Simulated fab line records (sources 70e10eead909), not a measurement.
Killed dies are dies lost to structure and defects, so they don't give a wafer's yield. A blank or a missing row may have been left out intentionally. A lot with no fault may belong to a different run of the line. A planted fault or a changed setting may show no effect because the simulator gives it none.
3 desks, one fault | flow nandHarc | each desk has only its own numbers; what lay behind them comes last

== FOR THE TOOL OWNER'S DESK: arfiScanner-01 ==
The tool's own readings at NHARC_P_M2_EXPOSE_06 (exposes mask P M2, target cd 170 nm): means of the sampled wafers that have a number, for each lot that ran on this tool. If a lot's mean is further than 4 standard deviations from the usual mean, the lot is out of limits and carries the mark OUT (the distance appears in the brackets).
Columns: A = exposureDoseMJCm2 at NHARC_P_M2_EXPOSE_06, usual 80.72; B = reticleTempC at NHARC_P_M2_EXPOSE_06, usual 23.00 C
lot  | first seen here | A               | B
L827 | day 6 18:29     | 80.79           | 23.01
L843 | day 13 11:30    | 78.66 (-24) OUT | 22.97
L849 | day 16 03:37    | 79.11 (-19) OUT | 23.05
This desk's finding: out of limits on L843, L849; first on L843, day 13 11:30 (exposureDoseMJCm2 at NHARC_P_M2_EXPOSE_06). Within limits: L827.

== AT THE METROLOGY DESK ==
What the gauges read, lot by lot, whatever tool the lot ran on: means of the sampled wafers that have a number. If a lot's mean is further than 4 standard deviations from the usual mean, the lot is out of limits and carries the mark OUT (the distance appears in the brackets).
Columns: A = cdNm at NHARC_P_M2_CD_MEAS_09, usual 170.2 nm; B = overlayXNm at NHARC_P_M2_OVL_MEAS_10, usual -0.2 nm; C = overlayYNm at NHARC_P_M2_OVL_MEAS_10, usual 0.0 nm; D = cdNm at NHARC_P_M2_CD_MEAS_16, usual 170.1 nm
lot  | first seen here | A     | B    | C    | D
L827 | day 6 18:37     | 169.7 | -1.2 | -1.0 | 169.4
L829 | day 7 21:28     | 170.0 | -0.1 | 1.4  | 168.9
L836 | day 10 23:17    | 170.0 | -0.8 | 0.1  | 170.7
L843 | day 13 11:38    | 169.2 | 0.3  | 0.0  | 168.8
L848 | day 15 18:55    | 170.5 | 0.1  | 1.4  | 170.7
L849 | day 16 03:46    | 168.6 | -0.4 | -1.1 | 168.1
This desk's verdict: no lot among the 6 shows anything out of limits.

== THE DEFECT DESK ==
For each lot, the counts of the inspections along the route, averaged over the sampled wafers that have a number. If a lot's mean is further than 4 standard deviations from the usual mean, the lot is out of limits and carries the mark OUT (the distance appears in the brackets).
Columns: A = rawDefectCount at NHARC_P_M1_INSPECT_27, usual 352; B = rawDefectCount at NHARC_P_M2_INSPECT_11, usual 5.1
lot  | first seen here | A    | B
L827 | day 6 17:13     | 1044 | 5.3
L829 | day 7 20:04     | 203  | 6.7
L836 | day 10 21:59    | 307  | 2.3
L843 | day 13 10:10    | 356  | 3.0
L848 | day 15 17:32    | 225  | 5.3
L849 | day 16 02:22    | 324  | 7.7
This desk's verdict: no lot among the 6 shows anything out of limits.

== TAKEN TOGETHER ==
The tool owner's desk had the chance to raise an alarm at day 13 11:30 on L843, L849.
Nothing out of limits was seen by the metrology desk.
Nothing the defect desk looked at was out of limits.
The metrology desk holds a record of L843, L849, inside its limits.
The defect desk has L843, L849 on record, within its limits.
All the named lots went through NHARC_P_M2_EXPOSE_06 on arfiScanner-01.

== WHAT THE SIMULATOR HAD INSERTED ==
Process parameters drifting: arfiScanner-01 at NHARC_P_M2_EXPOSE_06, beginning at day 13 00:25. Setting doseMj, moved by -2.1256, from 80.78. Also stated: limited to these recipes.
Shown lots that were struck: L843, L849.
Each desk's first reading out of limits, in hours after the fault started: the tool owner's desk, 11.
